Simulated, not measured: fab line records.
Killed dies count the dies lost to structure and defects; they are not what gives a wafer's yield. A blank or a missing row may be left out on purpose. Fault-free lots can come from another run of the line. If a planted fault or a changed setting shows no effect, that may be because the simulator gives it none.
A lot that was struck, set against a sound lot / flow nand-harc / 20 steps out of a route of 1302
Sound: these wafers, L792.1, L792.3, L792.4. Wafers L802.4, L802.5, L802.6 were the ones struck. The cause comes at the end.
At each step with rows: each side's tool, then ch and its chambers, then its first start. Under that, the readings that differ: sound wafers / struck wafers / difference of the means / sigmas: that difference in standard deviations of wafers without a fault.
alike: readings with means less than 2 such deviations apart, plus words and numbers identical on both sides. not compared: withheld readings, readings lacking a value on some wafer, bounds such as >300 that could conceal the same value, and numbers that have no deviation in the record and whose values overlap.
A row with sigmas, a row that says differs or no value, or rows on one side alone: a step with any of these is where the two part. When numbers do not overlap yet have no deviation, they are printed without sigmas and do not part them. A reading that every wafer of one side lacks parts them only if that side has two wafers or more.

NHARC_A_BLC_CMP_25: polishes, t overpolish 30 s, target thk 150 nm.
  sound on cmp-01 ch 0,2,3, day 22 23:54; struck on cmp-01 ch 0,2,3, day 27 18:36
  alike: motor-current-A, overpolish-run-s, time-to-endpoint-s
next, for these wafers, 1 step has no rows: NHARC_A_BLC_SRD_27.
NHARC_A_BLC_INSPECT_28:
  struck on defect-inspect-02, day 27 18:56; sound on defect-inspect-01, day 23 00:18
  alike: raw-defect-count
then, 8 steps without rows for these wafers: NHARC_A_M0_DEP_00 (deposits SiOC, target thk 150 nm); NHARC_A_M0_DEHYDRATE_01 (time 120 s); NHARC_A_M0_HMDS_02 (time 30 s); NHARC_A_M0_COAT_33 (time 65 s); NHARC_A_M0_COAT_03 (resist thk 90 nm); NHARC_A_M0_SOFTBAKE_04 (time 55 s); NHARC_A_M0_EBR_05; NHARC_A_M0_EXPOSE_06 (exposes mask A M0, target cd 80 nm).
NHARC_A_M0_PEB_07: peb time 65 s.
  sound on litho-track-01 ch 0, day 23 01:10; struck on litho-track-06 ch 0, day 27 19:45
reading=heater-power-total-W (W); sound=156.4 156.1 157.2; struck=174.5 174.4 173.5; difference=+17.6; sigmas=+40
reading=plate-temp-C (C); sound=100.19 100.17 100.24; struck=108.04 108.11 108.06; difference=+7.87; sigmas=+56
then, 1 step without rows for these wafers: NHARC_A_M0_DEVELOP_08 (develop time 35 s).
NHARC_A_M0_CD_MEAS_09 targets a cd of 80 nm.
  sound on cd-sem-02 ch 0, day 23 01:14; struck on cd-sem-01 ch 0, day 27 19:50
reading=cd-nm (nm); sound=78.9 80.1 80.4; struck=106.7 104.7 105.7; difference=+25.9; sigmas=+37
NHARC_A_M0_OVL_MEAS_10: pitch 160 nm.
  struck on overlay-02, day 27 19:55; sound on overlay-01, day 23 01:20
  alike: overlay-x-nm, overlay-y-nm
NHARC_A_M0_INSPECT_11:
  struck on defect-inspect-02, day 27 19:57; sound on defect-inspect-01, day 23 01:22
  alike: raw-defect-count
NHARC_A_M0_DESCUM_14: chemistry O2, time 3 s.
  sound on rie-diel-01 ch 0,1,3, day 23 01:26; struck on rie-diel-07 ch 1,2,3, day 27 20:02
reading=model.A_M0.cd-nm (nm); sound=79.22 80.27 80.89; struck=106.2 105.8 105.4; difference=+25.7; sigmas=
  alike: drypump-motor-current-A, oes-product-au, rf-vpp-V, showerhead-plenum-p-Torr, throttle-valve-pct
  not compared: rf-hours-counter-h
NHARC_A_M0_ETCH_34: etches the open film in N2/H2, target depth 40 nm, overetch 12 nm, time 43.94 s.
  sound on rie-diel-01 ch 0,1,3, day 23 01:31; struck on rie-diel-07 ch 0,2,3, day 27 20:06
  alike: drypump-motor-current-A, oes-product-au, rf-vpp-V, showerhead-plenum-p-Torr, throttle-valve-pct
  not compared: rf-hours-counter-h
NHARC_A_M0_ETCH_15: etches the open film in C4F8/Ar, target depth 150 nm, overetch 15 nm, time 82.5 s.
  sound: rie-diel-01 ch 0,2,3; struck: rie-diel-07 ch 0,1
reading=oes-product-au (a.u.); sound=0.980 0.979 0.972; struck=0.922 0.919 0.918; difference=-0.057; sigmas=-2
reading=model.A_M0.cd-nm (nm); sound=79.42 79.88 81.22; struck=106.5 105.9 105; difference=+25.6; sigmas=
  alike: rf-vpp-V
  not compared: rf-hours-counter-h
NHARC_A_M0_CD_MEAS_16:
  struck on cd-sem-03, day 27 20:19; sound on cd-sem-03, day 23 01:44
reading=cd-nm (nm); sound=79.5 79.8 81.1; struck=106.5 105.7 104.9; difference=+25.6; sigmas=+30

WHERE THEY PART
First at NHARC_A_M0_PEB_07; last, within this record, at NHARC_A_M0_CD_MEAS_16.

WHY: the cause the simulator had injected
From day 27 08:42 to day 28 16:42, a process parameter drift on litho-track-06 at NHARC_A_M0_PEB_07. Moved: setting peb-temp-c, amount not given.
